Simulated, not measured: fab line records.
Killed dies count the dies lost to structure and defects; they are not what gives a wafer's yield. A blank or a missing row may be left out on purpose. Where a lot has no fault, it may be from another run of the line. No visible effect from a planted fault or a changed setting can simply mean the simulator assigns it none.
Chamber matching ; flow n5 finfet ; 4 sister chambers for N5_BEOL_M8_ETCH_72 on rie diel-04
The step etches underlayer in N2/H2, target depth 6.5 nm, time 5.2 s. 16 wafers are shown with their chamber, then 8 later ones without.

== WAFERS WITH THEIR CHAMBER ==
wafer;chamber;showerhead plenum p Torr (Torr);drypump motor current A (A);throttle valve pct (%)
L076.1;3;2.70;5.8;17.90
L076.3;0;2.48;5.1;17.59
L076.6;0;2.48;5.1;17.57
L080.2;2;2.55;5.4;17.46
L080.5;3;2.70;5.8;17.91
L080.6;0;2.48;5.1;17.57
L078.1;1;2.46;6.5;18.17
L078.3;0;2.48;5.1;17.57
L078.5;0;2.48;5.1;17.59
L079.1;3;2.70;5.9;17.93
L079.4;0;2.48;5.1;17.55
L079.6;2;2.55;5.4;17.48
L081.1;3;2.70;5.9;17.94
L081.3;1;2.46;6.5;18.16
L081.6;3;2.70;5.9;17.94
L087.1;3;2.69;5.9;17.93

SIGNATURES (averages over the wafers above)
reading;chamber 0;chamber 1;chamber 2;chamber 3;scatter within a chamber
showerhead plenum p Torr;2.4800;2.4600;2.5500;2.6983;0.00264
drypump motor current A;5.100;6.500;5.400;5.867;0.0333
throttle valve pct;17.5733;18.1650;17.4700;17.9250;0.0151
Rule: for a wafer and a chamber, the distance is found by dividing, reading by reading, the gap between the wafer's reading and the chamber's mean by the reading's scatter, squaring, summing and taking the root. The wafer belongs to the nearest chamber; if the next one is less than 2 further off, it can't be placed. The scatter: the root of (the sum of the squares of (reading less its chamber's mean) over the shown wafers, divided by (wafers less chambers)).

== WAFERS WITH NO CHAMBER GIVEN ==
wafer;showerhead plenum p Torr (Torr);drypump motor current A (A);throttle valve pct (%)
L087.5;2.47;5.1;17.63
L087.6;2.69;5.9;17.96
L091.1;2.46;5.1;17.62
L091.2;2.69;5.9;17.96
L091.4;2.69;5.8;17.95
L095.1;2.54;5.4;17.52
L095.3;2.69;5.9;17.97
L095.5;2.54;5.4;17.52

== THE CHAMBER EACH PASSED THROUGH ==
wafer;from the rows above;in truth
L087.5;0;0
L087.6;3;3
L091.1;0;0
L091.2;3;3
L091.4;3;3
L095.1;2;2
L095.3;3;3
L095.5;2;2
Correct placement for 8 of the 8. Not placeable from these rows: 0. Wrongly placed: 0.
